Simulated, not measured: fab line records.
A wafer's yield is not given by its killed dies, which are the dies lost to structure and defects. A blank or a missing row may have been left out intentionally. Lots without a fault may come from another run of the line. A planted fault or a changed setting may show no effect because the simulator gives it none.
Split-lot study + flow n5-finfet + route with 1938 steps; 7 lots, 21 wafers read

SPLIT DETAILS
At N5_ZERO_LAYER_COAT_05 (resist thk 1000 nm), the setting spin-rpm was moved away from the recipe's 1500 rpm on 4 of the 21 wafers read, by -11.0% to +11.0%. All remaining wafers had this setting at the recipe value.

There is no step in the file separating the split from the reading.

THE READING
coat_of_ZERO_LAYER_COAT_05.thk-nm (the simulator's own value, which no gauge read), in nm, at N5_ZERO_LAYER_ETCH_18 (etches Si in HBr/Cl2, target depth 120 nm, time 40 s). There is no usual value for it anywhere in the file. The 17 wafers here that ran the recipe average 930.1 nm, standard deviation 3.3 nm.

| wafer  | tool, chamber at the split | spin-rpm as run, rpm | against the recipe | coat_of_ZERO_LAYER_COAT_05.thk-nm, nm | against lot-mates on the recipe |
|--------|----------------------------|----------------------|--------------------|---------------------------------------|---------------------------------|
| L074.3 | litho-track-01, 0          | 1612                 | +7.5%              | 896.2                                 | -34.7                           |
| L074.4 | litho-track-01, 0          | 1612                 | +7.5%              | 897.9                                 | -33.0                           |
| L074.6 | litho-track-01, 0          | 1500                 | recipe             | 930.9                                 | -                               |
| L075.1 | litho-track-01, 0          | 1500                 | recipe             | 934.3                                 | -                               |
| L075.2 | litho-track-01, 0          | 1335                 | -11.0%             | 995.6                                 | +61.1                           |
| L075.3 | litho-track-01, 0          | 1500                 | recipe             | 934.8                                 | -                               |
| L077.2 | litho-track-04, 0          | 1665                 | +11.0%             | 879.5                                 | -48.1                           |
| L077.3 | litho-track-04, 0          | 1500                 | recipe             | 928.6                                 | -                               |
| L077.5 | litho-track-04, 0          | 1500                 | recipe             | 926.6                                 | -                               |
| L078.2 | litho-track-03, 0          | 1500                 | recipe             | 930.4                                 | -                               |
| L078.5 | litho-track-03, 0          | 1500                 | recipe             | 928.6                                 | -                               |
| L078.6 | litho-track-03, 0          | 1500                 | recipe             | 929.9                                 | -                               |
| L087.1 | litho-track-04, 0          | 1500                 | recipe             | 933.9                                 | -                               |
| L087.3 | litho-track-04, 0          | 1500                 | recipe             | 933.5                                 | -                               |
| L087.4 | litho-track-04, 0          | 1500                 | recipe             | 934                                   | -                               |
| L092.3 | litho-track-04, 0          | 1500                 | recipe             | 928.8                                 | -                               |
| L092.4 | litho-track-04, 0          | 1500                 | recipe             | 929                                   | -                               |
| L092.6 | litho-track-04, 0          | 1500                 | recipe             | 932.5                                 | -                               |
| L097.1 | litho-track-04, 0          | 1500                 | recipe             | 926.6                                 | -                               |
| L097.4 | litho-track-04, 0          | 1500                 | recipe             | 924.4                                 | -                               |
| L097.5 | litho-track-04, 0          | 1500                 | recipe             | 924.7                                 | -                               |

FIT RESULTS
A straight line over all 21 wafers: coat_of_ZERO_LAYER_COAT_05.thk-nm changes by -5.06 nm for each +1% of spin-rpm; r = -0.98; the points scatter about the line by 4.1 nm.
The same after taking each lot's own level away (the mean of its wafers on the recipe; 21 wafers): -4.86 nm for each +1%; r = -0.99; scatter 2.3 nm.
According to that fit, moving spin-rpm by its largest amount changes the reading by 53 nm.
The span of the lots' own levels, 925.23 to 934.55 nm, comes to 2.9 times the standard deviation stated above.
The two slopes are in agreement: the lot-to-lot level therefore moves the slope only a little.
Check: -55.1 nm against its lot-mates is what the line predicts for one of the wafers moved furthest among these (+11.0%) when that wafer is left out of the fit. Against them it came out at -48.1 nm.

THE WHOLE CHAIN: every reading that the file lists as answering this split, in the file's order
| step                   | what it does                                         | reading                                                                            | change (the file's fit)              | r (the file's) |
|------------------------|------------------------------------------------------|------------------------------------------------------------------------------------|--------------------------------------|----------------|
| N5_ZERO_LAYER_COAT_05  | resist thk 1000 nm                                   | coat_of_ZERO_LAYER_COAT_05.thk-nm (the simulator's own value, which no gauge read) | -4.84 nm for each +1% of the setting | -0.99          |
| N5_ZERO_LAYER_ETCH_18  | etches Si in HBr/Cl2, target depth 120 nm, time 40 s | coat_of_ZERO_LAYER_COAT_05.thk-nm (the simulator's own value, which no gauge read) | -4.88 nm for each +1% of the setting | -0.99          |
| N5_ZERO_LAYER_STRIP_24 | strips in O2                                         | strip-time-to-endpoint-s                                                           | withheld for each +1% of the setting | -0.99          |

FILE'S OWN FIT
coat_of_ZERO_LAYER_COAT_05.thk-nm changes by -4.88 nm for each +1% of spin-rpm, r = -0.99.
